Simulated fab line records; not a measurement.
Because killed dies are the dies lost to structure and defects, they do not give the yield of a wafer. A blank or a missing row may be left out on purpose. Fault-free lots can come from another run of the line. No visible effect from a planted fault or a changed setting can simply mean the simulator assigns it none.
Matching of chambers -- flow n5 finfet -- 3 sister chambers for N5_BEOL_M9_PECVD_70 on pecvd-01
The step deposits SiO2 from TEOS/O2, target thk 20 nm, time 22.7 s. 6 wafers are shown with their chamber, then 7 later ones without.

## EACH WAFER AND ITS CHAMBER
wafer,chamber,throttle valve pct (%),heater power w (W)
L570.2,0,22.9,883
L578.1,1,21.6,586
L578.2,2,20.9,776
L578.5,1,21.4,614
L580.1,0,23.0,840
L580.2,2,20.9,819

## WAFERS WITHOUT THEIR CHAMBER
wafer,throttle valve pct (%),heater power w (W)
L580.6,23.0,847
L585.1,23.2,779
L585.3,21.3,714
L585.6,23.1,775
L583.2,21.2,694
L583.3,23.1,740
L583.6,21.6,702

## THE CHAMBER EACH PASSED THROUGH
wafer,from the rows above,in truth
L580.6,0,0
L585.1,0,0
L585.3,can't be placed: 1 or 2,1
L585.6,0,0
L583.2,can't be placed: 1 or 2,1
L583.3,0,0
L583.6,1,1
Correct placement for 5 of the 7. From these rows, 2 cannot be placed; in 2 the true chamber is one of the candidates. Placed wrongly: 0.
How it was worked out, from the rows above alone: a wafer's distance from a chamber is the root of the sum, over the readings, of the square of ((its reading less the chamber's mean) divided by the reading's scatter). The wafer belongs to the nearest chamber; if the next one is less than 2 further off, it can't be placed. The mean given for a chamber averages the wafers shown for that chamber. The scatter: the root of (the sum of the squares of (reading less its chamber's mean) over the shown wafers, divided by (wafers less chambers)).
